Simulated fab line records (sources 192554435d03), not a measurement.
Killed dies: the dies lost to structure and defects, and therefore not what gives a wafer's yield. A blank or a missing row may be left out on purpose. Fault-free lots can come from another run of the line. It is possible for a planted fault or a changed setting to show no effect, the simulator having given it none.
A struck lot beside a sound one + flow n5_finfet + 16 out of 1938 route steps
Sound: these wafers, L440.3, L440.5, L440.6. Struck: wafers L448.1, L448.2, L448.5. At the end, the cause is stated.
For every step that has rows: the tool of each side, followed by ch and its chambers, followed by its first start. Under that, the readings that differ: sound wafers + struck wafers + difference of the means + sigmas: that difference in standard deviations of wafers without a fault.
alike: readings whose means differ by less than 2 such deviations, and words and numbers that are the same on both sides. not compared: withheld readings, readings that some wafer has no value for, bounds like >300 that may hide the same value, and numbers for which the record gives no deviation and whose values overlap.
A row with sigmas, a row that says differs or no value, or rows on one side alone: a step with any of these is where the two part. Numbers that have no deviation but don't overlap get no sigmas and don't part them. Lack of a reading on every wafer of one side parts them only where that side has two or more wafers.

first, 1 step without rows for these wafers: N5_BEOL_M3_ANNEAL_80 (time 240 s).
N5_BEOL_M3_SPUTTER_81: material Cu, target thk 4.5 nm, time 8.29 s.
  sound on pvd_sputter-02, day 8 10:51; struck on pvd_sputter-01, day 10 11:47
  alike: substrate_temp_c, throttle_valve_pct
then, 3 steps without rows for these wafers: N5_BEOL_M3_ANNEAL_82 (time 240 s); N5_BEOL_M3_SPUTTER_86 (material Cu, target thk 4.5 nm, time 8.29 s); N5_BEOL_M3_ANNEAL_87 (time 240 s).
N5_BEOL_M3_SPUTTER_88: material Cu, target thk 4.5 nm, time 8.29 s.
  sound on pvd_sputter-02, day 8 11:17; struck on pvd_sputter-01, day 10 12:13
  alike: substrate_temp_c, throttle_valve_pct
N5_BEOL_M3_ANNEAL_89: time 240 s.
  sound on pvd_sputter-02, day 8 11:22; struck on pvd_sputter-01, day 10 12:18
  alike: heater_power_w, susceptor_temp_C
then, 2 steps without rows for these wafers: N5_BEOL_M3_SPUTTER_90 (material Cu, target thk 4.5 nm, time 8.29 s); N5_BEOL_M3_ANNEAL_91 (time 240 s).
N5_BEOL_M3_SPUTTER_92: material Cu, target thk 4.5 nm, time 8.29 s.
  sound on pvd_sputter-02, day 8 11:44; struck on pvd_sputter-01, day 10 12:40
  alike: substrate_temp_c, throttle_valve_pct
then, 2 steps without rows for these wafers: N5_BEOL_M3_ANNEAL_93 (time 240 s); N5_BEOL_M3_SPUTTER_94 (material Cu, target thk 4.5 nm, time 8.29 s).
N5_BEOL_M3_ANNEAL_95: time 240 s.
  sound on pvd_sputter-02, day 8 12:02; struck on pvd_sputter-01, day 10 12:58
  no value came back on the struck wafers for heater_power_w (W), susceptor_temp_C (C); on the sound wafers heater_power_w (W) reads 784 786 812
N5_BEOL_M3_SPUTTER_96: material Cu, target thk 4.5 nm, time 8.29 s.
  sound on pvd_sputter-02, day 8 12:10; struck on pvd_sputter-01, day 10 13:06
  alike: substrate_temp_c, throttle_valve_pct
N5_BEOL_M4_RC_MEAS_101:
  sound on prober-01 ch 0, day 8 22:46; struck on prober-01 ch 0, day 11 02:55
| reading        | sound             | struck            | difference | sigmas |
|----------------|-------------------|-------------------|------------|--------|
| DIBL_P (mV/V)  | 38.2 35.0 34.9    | 39.8 40.8 39.8    | +4.1       | +2     |
| IOFF_N (nA/um) | 0.173 0.137 0.127 | 0.192 0.234 0.215 | +0.068     | +2     |
| IOFF_P (nA/um) | 0.26 0.20 0.19    | 0.34 0.35 0.33    | +0.12      | +3     |
| ION_P (uA/um)  | 472 456 456       | 482 481 479       | +19        | +2     |
| VT_P (mV)      | -245 -251 -251    | -240 -241 -241    | +8         | +2     |
  alike: DIBL_N, ION_N, SS_N, SS_P, VT_N
-- the record jumps here: 4 days lie between the struck wafers' starts before and after (it left off in module BEOL_M4 and takes up again in module PASSIVATION, whose first step shown is number 1936 of the route) --
N5_PASSIVATION_PROBE_49:
  sound on prober-01, day 13 09:08; struck on prober-02, day 15 11:45
  alike: defect_limited_yield, killed_at_M0_to_M3, killed_at_M4_up, killed_at_contacts, killed_at_front_end, killed_at_other, killed_dies, killed_on_rim, killed_open, killed_short, sort_bin_5_function, sort_bin_6_memory, sort_n_pass, sort_yield_pct

## WHERE THEY PART
At N5_BEOL_M3_ANNEAL_95 first; at N5_BEOL_M4_RC_MEAS_101 last (within this record only). Later steps at which nothing parts them and some readings are alike: N5_PASSIVATION_PROBE_49.

WHY: what had been put in by the simulator
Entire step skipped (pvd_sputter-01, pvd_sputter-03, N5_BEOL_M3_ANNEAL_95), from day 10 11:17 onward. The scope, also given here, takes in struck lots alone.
